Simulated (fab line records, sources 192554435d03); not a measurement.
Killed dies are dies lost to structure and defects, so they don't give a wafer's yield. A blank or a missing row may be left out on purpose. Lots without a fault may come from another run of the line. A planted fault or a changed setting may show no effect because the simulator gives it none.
Chamber matching | flow n5_finfet | N5_FIN_SAQP_ALD_61 on ald_sin-02: 4 sister chambers
The step deposits SiO2, target thk 4 nm, pulse time 1 s, purge time 2 s. 8 wafers are shown with their chamber, then 7 later ones without.

WAFERS WITH THEIR CHAMBER
wafer  | chamber | heater_power_w (W) | precursor_pulse_height_rel
L075.1 | 2       | 484                | 0.989
L075.2 | 3       | 423                | 0.979
L076.3 | 2       | 498                | 0.937
L076.4 | 3       | 435                | 1.029
L082.4 | 1       | 456                | 0.980
L082.5 | 0       | 499                | 0.994
L085.3 | 0       | 496                | 1.010
L085.4 | 1       | 458                | 0.990

WAFERS WITHOUT THEIR CHAMBER
wafer  | heater_power_w (W) | precursor_pulse_height_rel
L085.6 | 484                | 1.002
L093.1 | 493                | 0.986
L093.2 | 499                | 1.014
L093.3 | 468                | 1.004
L093.4 | 428                | 0.991
L093.5 | 496                | 0.984
L093.6 | 439                | 0.998

WHICH CHAMBER EACH WENT THROUGH
wafer  | from the rows above     | in truth
L085.6 | can't be placed: 2 or 0 | 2
L093.1 | can't be placed: 0 or 2 | 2
L093.2 | can't be placed: 0 or 2 | 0
L093.3 | can't be placed: 1 or 2 | 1
L093.4 | 3                       | 3
L093.5 | can't be placed: 0 or 2 | 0
L093.6 | can't be placed: 3 or 1 | 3
Placed correctly: 1 of 7. Can't be placed from these rows: 6 (the true chamber is among the candidates in 6). Placed wrongly: 0.
How it was worked out, from the rows above alone: a wafer's distance from a chamber is the root of the sum, over the readings, of the square of ((its reading less the chamber's mean) divided by the reading's scatter). The wafer belongs to the nearest chamber; if the next one is less than 2 further off, it can't be placed. A chamber's mean is the mean of its shown wafers. The scatter: the root of (the sum of the squares of (reading less its chamber's mean) over the shown wafers, divided by (wafers less chambers)).
